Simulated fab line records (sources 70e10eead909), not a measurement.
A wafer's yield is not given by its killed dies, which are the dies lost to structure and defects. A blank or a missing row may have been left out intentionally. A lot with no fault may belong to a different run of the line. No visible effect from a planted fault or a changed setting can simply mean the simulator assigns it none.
Which tool was responsible? :: flow nandHarc :: Sampling: 12 lots, 36 wafers, 5 of 1159 route steps

== WHAT EACH GAUGE READ, for each wafer ==
NHARC_A_BONDPAD_OVL_MEAS_35. Usual: overlayXNm 0 nm, standard deviation 6; overlayYNm -1 nm, standard deviation 6.7.
lot: L879
measured: day 18 01:23
on: overlay-02
overlayXNm (nm): -1 0 0
overlayYNm (nm): 9 9 9
flag: 

lot: L880
measured: day 18 06:12
on: overlay-02
overlayXNm (nm): 7 7 6
overlayYNm (nm): -5 -5 -5
flag: 

lot: L881
measured: day 18 06:59
on: overlay-01
overlayXNm (nm): -5 -4 -5
overlayYNm (nm): -4 -4 -4
flag: 

lot: L883
measured: day 18 18:48
on: overlay-02
overlayXNm (nm): 14 15 15
overlayYNm (nm): -14 -13 -14
flag: 

lot: L884
measured: day 19 02:22
on: overlay-01
overlayXNm (nm): -2 -1 -2
overlayYNm (nm): -5 -4 -5
flag: 

lot: L886
measured: day 19 09:45
on: overlay-01
overlayXNm (nm): 5 5 4
overlayYNm (nm): 2 2 2
flag: 

lot: L885
measured: day 20 05:23
on: overlay-01
overlayXNm (nm): -6 -6 -6
overlayYNm (nm): 9 9 8
flag: 

lot: L889
measured: day 20 08:16
on: overlay-01
overlayXNm (nm): -7 -7 -7
overlayYNm (nm): -8 -8 -8
flag: 

lot: L892
measured: day 20 19:08
on: overlay-02
overlayXNm (nm): 14 14 13
overlayYNm (nm): -8 -8 -8
flag: 

lot: L899
measured: day 22 18:46
on: overlay-01
overlayXNm (nm): -7 -6 -6
overlayYNm (nm): -1 -1 0
flag: 

lot: L900
measured: day 22 22:58
on: overlay-02
overlayXNm (nm): 2 2 2
overlayYNm (nm): -5 -4 -5
flag: 

lot: L901
measured: day 24 01:42
on: overlay-01
overlayXNm (nm): -3 -3 -3
overlayYNm (nm): -2 -2 -2
flag: 

NHARC_END_SORT_01. Usual: defectLimitedYield 95.3 %, standard deviation 1.6; killedAtArray 27, standard deviation 12; killedAtOther 0.8, standard deviation 1; killedAtPeriphery 4.0, standard deviation 2.5; killedDies 32, standard deviation 11; killedOpen 3.3, standard deviation 1.8; killedShort 2.0, standard deviation 1.5; sort_bin_2_pct 1.5 %, standard deviation 0.59; sort_bin_3_pct 0.27 %, standard deviation 0.22; sort_bin_4_pct 3.0 %, standard deviation 1.1; sortNPass 645, standard deviation 11; sortRimYieldPct 95.6 %, standard deviation 2.7; sortYieldPct 95.3 %, standard deviation 1.6.
lot: L883
measured: day 20 09:12
on: prober-01
defectLimitedYield (%): 97.0 97.5 97.0
killedAtArray: 15 14 17
killedAtOther: 1 0 0
killedAtPeriphery: 4 3 3
killedDies: 20 17 20
killedOpen: 7 4 5
killedShort: 3 2 3
sort_bin_2_pct (%): 0.9 1.0 1.0
sort_bin_3_pct (%): 0.15 0.30 0
sort_bin_4_pct (%): 1.9 1.2 1.9
sortNPass: 657 660 657
sortRimYieldPct (%): 100.0 98.1 97.2
sortYieldPct (%): 97.0 97.5 97.0
flag: 

lot: L899
measured: day 24 06:23
on: prober-02
defectLimitedYield (%): 91.7 92.0 93.8
killedAtArray: 53 52 40
killedAtOther: 1 1 1
killedAtPeriphery: 2 1 1
killedDies: 56 54 42
killedOpen: 1 2 2
killedShort: 4 2 0
sort_bin_2_pct (%): 2.1 3.0 2.1
sort_bin_3_pct (%): 0.15 0.74 0.74
sort_bin_4_pct (%): 6.1 4.3 3.4
sortNPass: 621 623 635
sortRimYieldPct (%): 93.4 96.2 92.5
sortYieldPct (%): 91.7 92.0 93.8
flag: 

lot: L901
measured: day 25 12:17
on: prober-02
defectLimitedYield (%): 95.7 95.7 96.6
killedAtArray: 21 21 14
killedAtOther: 1 2 2
killedAtPeriphery: 7 6 7
killedDies: 29 29 23
killedOpen: 4 1 3
killedShort: 3 3 0
sort_bin_2_pct (%): 1.2 1.9 1.0
sort_bin_3_pct (%): 0.15 0.30 0.30
sort_bin_4_pct (%): 3.0 2.1 2.1
sortNPass: 648 648 654
sortRimYieldPct (%): 92.5 96.2 96.2
sortYieldPct (%): 95.7 95.7 96.6
flag: 

== TOOL THAT RAN EACH LOT (tool first, then ch and the chambers of the sampled wafers, then the start) ==
lot: L879
NHARC_A_BONDPAD_CMP_29: cmp-03 ch 0,1, day 18 00:29
NHARC_A_BONDPAD_ETCH_12: rieDiel-10 ch 1,3, day 18 01:45
NHARC_A_BONDPAD_ANNEAL_28: rtpAnneal-02 ch 0, day 18 03:20

lot: L880
NHARC_A_BONDPAD_CMP_29: cmp-01 ch 0,1,3, day 18 05:25
NHARC_A_BONDPAD_ETCH_12: rieDiel-08 ch 1,2,3, day 18 06:38
NHARC_A_BONDPAD_ANNEAL_28: rtpAnneal-01 ch 0, day 18 08:11

lot: L881
NHARC_A_BONDPAD_CMP_29: cmp-04 ch 1,2, day 18 06:12
NHARC_A_BONDPAD_ETCH_12: rieDiel-08 ch 0,1,2, day 18 07:19
NHARC_A_BONDPAD_ANNEAL_28: rtpAnneal-01 ch 0, day 18 08:59

lot: L883
NHARC_A_BONDPAD_CMP_29: cmp-03 ch 0,2,3, day 18 17:56
NHARC_A_BONDPAD_ETCH_12: rieDiel-10 ch 0,2, day 18 19:06
NHARC_A_BONDPAD_ANNEAL_28: rtpAnneal-01 ch 0, day 18 20:40

lot: L884
NHARC_A_BONDPAD_CMP_29: cmp-03 ch 0,2, day 19 01:27
NHARC_A_BONDPAD_ETCH_12: rieDiel-08 ch 0,3, day 19 02:41
NHARC_A_BONDPAD_ANNEAL_28: rtpAnneal-02 ch 0, day 19 04:11

lot: L886
NHARC_A_BONDPAD_CMP_29: cmp-04 ch 0,1, day 19 08:50
NHARC_A_BONDPAD_ETCH_12: rieDiel-10 ch 0,2,3, day 19 10:03
NHARC_A_BONDPAD_ANNEAL_28: rtpAnneal-01 ch 0, day 19 11:37

lot: L885
NHARC_A_BONDPAD_CMP_29: cmp-01 ch 1,2,3, day 20 04:36
NHARC_A_BONDPAD_ETCH_12: rieDiel-10 ch 0,1,3, day 20 05:41
NHARC_A_BONDPAD_ANNEAL_28: rtpAnneal-02 ch 0, day 20 07:18

lot: L889
NHARC_A_BONDPAD_CMP_29: cmp-03 ch 0,3, day 20 07:31
NHARC_A_BONDPAD_ETCH_12: rieDiel-10 ch 0,3, day 20 08:34
NHARC_A_BONDPAD_ANNEAL_28: rtpAnneal-02 ch 0, day 20 10:13

lot: L892
NHARC_A_BONDPAD_CMP_29: cmp-04 ch 0,1,2, day 20 18:16
NHARC_A_BONDPAD_ETCH_12: rieDiel-10 ch 0,3, day 20 19:26
NHARC_A_BONDPAD_ANNEAL_28: rtpAnneal-01 ch 0, day 20 20:56

lot: L899
NHARC_A_BONDPAD_CMP_29: cmp-04 ch 0,1,3, day 22 17:59
NHARC_A_BONDPAD_ETCH_12: rieDiel-10 ch 1,2,3, day 22 19:04
NHARC_A_BONDPAD_ANNEAL_28: rtpAnneal-01 ch 0, day 22 21:17

lot: L900
NHARC_A_BONDPAD_CMP_29: cmp-03 ch 1,2,3, day 22 22:12
NHARC_A_BONDPAD_ETCH_12: rieDiel-10 ch 0,1,2, day 22 23:16
NHARC_A_BONDPAD_ANNEAL_28: rtpAnneal-01 ch 0, day 23 00:47

lot: L901
NHARC_A_BONDPAD_CMP_29: cmp-04 ch 0,1,2, day 24 00:46
NHARC_A_BONDPAD_ETCH_12: rieDiel-10 ch 0,2,3, day 24 02:00
NHARC_A_BONDPAD_ANNEAL_28: rtpAnneal-01 ch 0, day 24 03:43
- NHARC_A_BONDPAD_CMP_29: polishes SiCN, target thk 200 nm.
- NHARC_A_BONDPAD_ETCH_12: etches the open film in CHF3/O2, target depth 220 nm, time 110 s.
- NHARC_A_BONDPAD_ANNEAL_28: time 90 s.

== WHAT THE TOOLS THEMSELVES READ (means of the sampled wafers that have a number; where no wafer has one, the mark that the record gives instead) ==
NHARC_A_BONDPAD_CMP_29. Usual: motorCurrentA 12.2 A, standard deviation 0.79.
lot: L879
tool: cmp-03
motorCurrentA (A): 12.3
flag: 

lot: L880
tool: cmp-01
motorCurrentA (A): 11.7
flag: 

lot: L881
tool: cmp-04
motorCurrentA (A): 12.6
flag: 

lot: L883
tool: cmp-03
motorCurrentA (A): 11.6
flag: 

lot: L884
tool: cmp-03
motorCurrentA (A): 12.0
flag: 

lot: L886
tool: cmp-04
motorCurrentA (A): 12.9
flag: 

lot: L885
tool: cmp-01
motorCurrentA (A): 12.1
flag: 

lot: L889
tool: cmp-03
motorCurrentA (A): 10.8
flag: 

lot: L892
tool: cmp-04
motorCurrentA (A): 12.5
flag: 

lot: L899
tool: cmp-04
motorCurrentA (A): 12.5
flag: 

lot: L900
tool: cmp-03
motorCurrentA (A): 12.2
flag: 

lot: L901
tool: cmp-04
motorCurrentA (A): 12.7
flag: 

NHARC_A_BONDPAD_ETCH_12. Usual: drypumpMotorCurrentA 6.0 A, standard deviation 0.49; oesProductAu 0.950 a.u., standard deviation 0.024; rfFwdPowerW 496.6 W, standard deviation 1.6; rfVppV 369.7 V, standard deviation 2.5; showerheadPlenumPTorr 2.36 Torr, standard deviation 0.11; throttleValvePct 20.572 %, standard deviation 0.0098.
lot: L879
tool: rieDiel-10
drypumpMotorCurrentA (A): 6.6
oesProductAu (a.u.): 0.950
rfFwdPowerW (W): 495.7
rfVppV (V): 370.7
showerheadPlenumPTorr (Torr): 2.44
throttleValvePct (%): 20.572
flag: 

lot: L880
tool: rieDiel-08
drypumpMotorCurrentA (A): 5.9
oesProductAu (a.u.): 0.926
rfFwdPowerW (W): 497.8
rfVppV (V): 369.1
showerheadPlenumPTorr (Torr): 2.32
throttleValvePct (%): 20.576
flag: 

lot: L881
tool: rieDiel-08
drypumpMotorCurrentA (A): 6.1
oesProductAu (a.u.): 0.928
rfFwdPowerW (W): 496.5
rfVppV (V): 369.5
showerheadPlenumPTorr (Torr): 2.37
throttleValvePct (%): 20.574
flag: 

lot: L883
tool: rieDiel-10
drypumpMotorCurrentA (A): 5.6
oesProductAu (a.u.): 0.976
rfFwdPowerW (W): 495.7
rfVppV (V): 367.7
showerheadPlenumPTorr (Torr): 2.26
throttleValvePct (%): 20.571
flag: 

lot: L884
tool: rieDiel-08
drypumpMotorCurrentA (A): 5.3
oesProductAu (a.u.): 0.924
rfFwdPowerW (W): 497.4
rfVppV (V): 368.8
showerheadPlenumPTorr (Torr): 2.32
throttleValvePct (%): 20.579
flag: 

lot: L886
tool: rieDiel-10
drypumpMotorCurrentA (A): 5.9
oesProductAu (a.u.): 0.974
rfFwdPowerW (W): 496.3
rfVppV (V): 369.6
showerheadPlenumPTorr (Torr): 2.37
throttleValvePct (%): 20.568
flag: 

lot: L885
tool: rieDiel-10
drypumpMotorCurrentA (A): 6.3
oesProductAu (a.u.): 0.929
rfFwdPowerW (W): 496.7
rfVppV (V): 369.8
showerheadPlenumPTorr (Torr): 2.40
throttleValvePct (%): 20.570
flag: 

lot: L889
tool: rieDiel-10
drypumpMotorCurrentA (A): 6.1
oesProductAu (a.u.): 0.967
rfFwdPowerW (W): 497.7
rfVppV (V): 372.1
showerheadPlenumPTorr (Torr): 2.47
throttleValvePct (%): 20.568
flag: 

lot: L892
tool: rieDiel-10
drypumpMotorCurrentA (A): 6.1
oesProductAu (a.u.): 0.919
rfFwdPowerW (W): 496.9
rfVppV (V): 372.0
showerheadPlenumPTorr (Torr): 2.47
throttleValvePct (%): 20.561
flag: 

lot: L899
tool: rieDiel-10
drypumpMotorCurrentA (A): 6.1
oesProductAu (a.u.): 1.132
rfFwdPowerW (W): 696.6
rfVppV (V): 370.3
showerheadPlenumPTorr (Torr): 2.40
throttleValvePct (%): 20.569
flag: OFF

lot: L900
tool: rieDiel-10
drypumpMotorCurrentA (A): 6.0
oesProductAu (a.u.): 1.208
rfFwdPowerW (W): 696.9
rfVppV (V): 369.8
showerheadPlenumPTorr (Torr): 2.30
throttleValvePct (%): 20.562
flag: OFF

lot: L901
tool: rieDiel-10
drypumpMotorCurrentA (A): 5.8
oesProductAu (a.u.): 1.220
rfFwdPowerW (W): 696.5
rfVppV (V): 369.5
showerheadPlenumPTorr (Torr): 2.37
throttleValvePct (%): 20.570
flag: OFF

NHARC_A_BONDPAD_ANNEAL_28. Usual: wafer_temp_C_max 226.05, standard deviation 0.27.
lot: L879
tool: rtpAnneal-02
wafer_temp_C_max: 225.73
flag: 

lot: L880
tool: rtpAnneal-01
wafer_temp_C_max: 226.18
flag: 

lot: L881
tool: rtpAnneal-01
wafer_temp_C_max: 226.29
flag: 

lot: L883
tool: rtpAnneal-01
wafer_temp_C_max: 226.23
flag: 

lot: L884
tool: rtpAnneal-02
wafer_temp_C_max: 225.98
flag: 

lot: L886
tool: rtpAnneal-01
wafer_temp_C_max: 226.27
flag: 

lot: L885
tool: rtpAnneal-02
wafer_temp_C_max: 225.96
flag: 

lot: L889
tool: rtpAnneal-02
wafer_temp_C_max: 226.01
flag: 

lot: L892
tool: rtpAnneal-01
wafer_temp_C_max: 226.23
flag: 

lot: L899
tool: rtpAnneal-01
wafer_temp_C_max: 226.29
flag: 

lot: L900
tool: rtpAnneal-01
wafer_temp_C_max: 225.89
flag: 

lot: L901
tool: rtpAnneal-01
wafer_temp_C_max: 226.07
flag: 

== THE ANSWER, worked out from the rows above alone ==
Rule: a lot is off if the mean of its wafers that have a number lies more than 3 standard deviations from the usual mean. A lot without any number at a reading at which 4 lots or more have one is off too. All remaining lots with rows at the step are treated as sound. The gauges are gone through in route order, then the tools' own readings, and for those a lot's mean is taken as printed above. The first step at which some lot is off is used, and at that step the reading that is off furthest; a lot without a number counts as furthest.
Off: L899, L900, L901, at NHARC_A_BONDPAD_ETCH_12 (rfFwdPowerW).
If a tool, at that step or one of the process steps before it, ran each lot that is off and ran no sound lot following the first of them, it fits. One candidate fits, namely rieDiel-10 at NHARC_A_BONDPAD_ETCH_12. A fault onset in the window from L892 (day 20 19:26, its last sound lot) to L899 (day 22 19:04, its first lot off) fits.
The tool's own readings at NHARC_A_BONDPAD_ETCH_12 bear it out: on the lots that are off they differ by more than 5 times the standard deviation of the sound lots' means. oesProductAu reads 1.187 a.u. there against 0.944 a.u. on the sound lots; rfFwdPowerW reads 696.7 W there against 496.7 W on the sound lots.

== WHAT THE SIMULATOR HAD INSERTED ==
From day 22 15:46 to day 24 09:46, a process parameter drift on rieDiel-10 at NHARC_A_BONDPAD_ETCH_12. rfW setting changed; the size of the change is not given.
Struck lots among those shown: L899, L900, L901. This agrees with what the rule above found.
